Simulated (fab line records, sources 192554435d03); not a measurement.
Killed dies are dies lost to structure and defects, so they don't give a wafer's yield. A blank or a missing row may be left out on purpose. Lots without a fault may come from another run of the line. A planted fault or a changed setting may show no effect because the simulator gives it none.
Tool commonality check | flow n5_finfet | 10 lots, 30 wafers sampled

WHY IT WAS OPENED
At N5_BEOL_M4_RC_MEAS_101 the reading CJ_P is flagged on 2 of 10 lots. Wafers without a fault read 5.83, standard deviation 0.18.
Rule: a lot is flagged when every wafer of it that has a number lies more than 4 standard deviations from that mean, or none has a number. The other lots count as sound.

lot  | measured     | on        | CJ_P, wafer by wafer | flag
L507 | day 9 17:16  | prober-01 | 5.59 5.67 5.69       |
L506 | day 10 11:23 | prober-01 | 5.88 6.18 6.03       |
L511 | day 10 15:55 | prober-01 | 5.67 5.46 5.62       |
L513 | day 11 14:42 | prober-01 | 6.77 6.61 6.98       | FLAGGED
L514 | day 11 17:00 | prober-02 | 6.73 6.83 6.80       | FLAGGED
L519 | day 13 12:34 | prober-02 | 5.92 5.69 5.79       |
L520 | day 13 18:07 | prober-02 | 5.91 5.68 5.71       |
L526 | day 15 14:51 | prober-02 | 5.78 5.81 6.01       |
L527 | day 15 18:29 | prober-02 | 5.86 6.04 5.61       |
L528 | day 16 21:25 | prober-01 | 6.13 6.13 6.01       |
The numbers of the flagged lots are 6.79 on average: +0.96 against the usual, or +5 standard deviations.

WHICH TOOL RAN EACH LOT
The record holds 2 process steps before the reading, out of a route of 1938 steps. In each cell: the tool, then ch and the chambers that the sampled wafers went through, then the start.
lot  | flag    | N5_ZERO_LAYER_PECVD_02         | N5_WELL_APT_IMPLANT_15
L507 |         | pecvd-03 ch 0,1,2, day 2 00:17 | implanter-02 ch 0, day 2 02:02
L506 |         | pecvd-01 ch 0,1, day 1 18:17   | implanter-02 ch 0, day 1 20:10
L511 |         | pecvd-01 ch 0,1, day 3 00:17   | implanter-02 ch 0, day 3 02:16
L513 | FLAGGED | pecvd-02 ch 0,1,2, day 3 12:17 | implanter-02 ch 0, day 3 14:03
L514 | FLAGGED | pecvd-02 ch 0,1,2, day 3 18:17 | implanter-02 ch 0, day 3 20:16
L519 |         | pecvd-03 ch 0,1, day 5 00:32   | implanter-01 ch 0, day 5 02:46
L520 |         | pecvd-01 ch 0,2, day 5 06:17   | implanter-01 ch 0, day 5 08:35
L526 |         | pecvd-03 ch 0,1,2, day 6 18:17 | implanter-02 ch 0, day 6 20:41
L527 |         | pecvd-01 ch 0,1,2, day 7 00:18 | implanter-02 ch 0, day 7 02:18
L528 |         | pecvd-02 ch 1,2, day 7 06:17   | implanter-02 ch 0, day 7 08:08
What these steps do:
- N5_ZERO_LAYER_PECVD_02: deposits SiO2 from SiH4/N2O, target thk 10 nm, time 6 s.
- N5_WELL_APT_IMPLANT_15
- N5_BEOL_M4_RC_MEAS_101

FLAGGED OVER TOTAL, TOOL BY TOOL (the gauges that took the reading come last)
step                   | tool         | lots run | flagged | share of the flagged lots | sound lots run after its first flagged lot
N5_ZERO_LAYER_PECVD_02 | pecvd-01     | 4        | 0       | none                      | -
N5_ZERO_LAYER_PECVD_02 | pecvd-02     | 3        | 2       | all                       | 1 (L528)
N5_ZERO_LAYER_PECVD_02 | pecvd-03     | 3        | 0       | none                      | -
N5_WELL_APT_IMPLANT_15 | implanter-01 | 2        | 0       | none                      | -
N5_WELL_APT_IMPLANT_15 | implanter-02 | 8        | 2       | all                       | 3 (L526,L527,L528)
N5_BEOL_M4_RC_MEAS_101 | prober-01    | 5        | 1       | some                      | 1 (L528)
N5_BEOL_M4_RC_MEAS_101 | prober-02    | 5        | 1       | some                      | 4 (L519,L520,L526,L527)

WHAT THE TABLE ALLOWS
2 rows of the table ran every flagged lot: pecvd-02 at N5_ZERO_LAYER_PECVD_02, implanter-02 at N5_WELL_APT_IMPLANT_15.
- pecvd-02 at N5_ZERO_LAYER_PECVD_02: 2 of its 3 lots flagged. Sound lots ran on it after the first flagged one (L528), which a lasting fault on the whole tool wouldn't allow.
- implanter-02 at N5_WELL_APT_IMPLANT_15: 2 of its 8 lots flagged. Sound lots ran on it after the first flagged one (L526, L527, L528), which a lasting fault on the whole tool wouldn't allow. Its own readings lie more than 4 standard deviations out on every wafer of the flagged lots: dose_ions_cm2, faraday_current_uA.
No row of the table ran every flagged lot and no sound lot after the first.

WHAT THE SIMULATOR HAD PUT IN
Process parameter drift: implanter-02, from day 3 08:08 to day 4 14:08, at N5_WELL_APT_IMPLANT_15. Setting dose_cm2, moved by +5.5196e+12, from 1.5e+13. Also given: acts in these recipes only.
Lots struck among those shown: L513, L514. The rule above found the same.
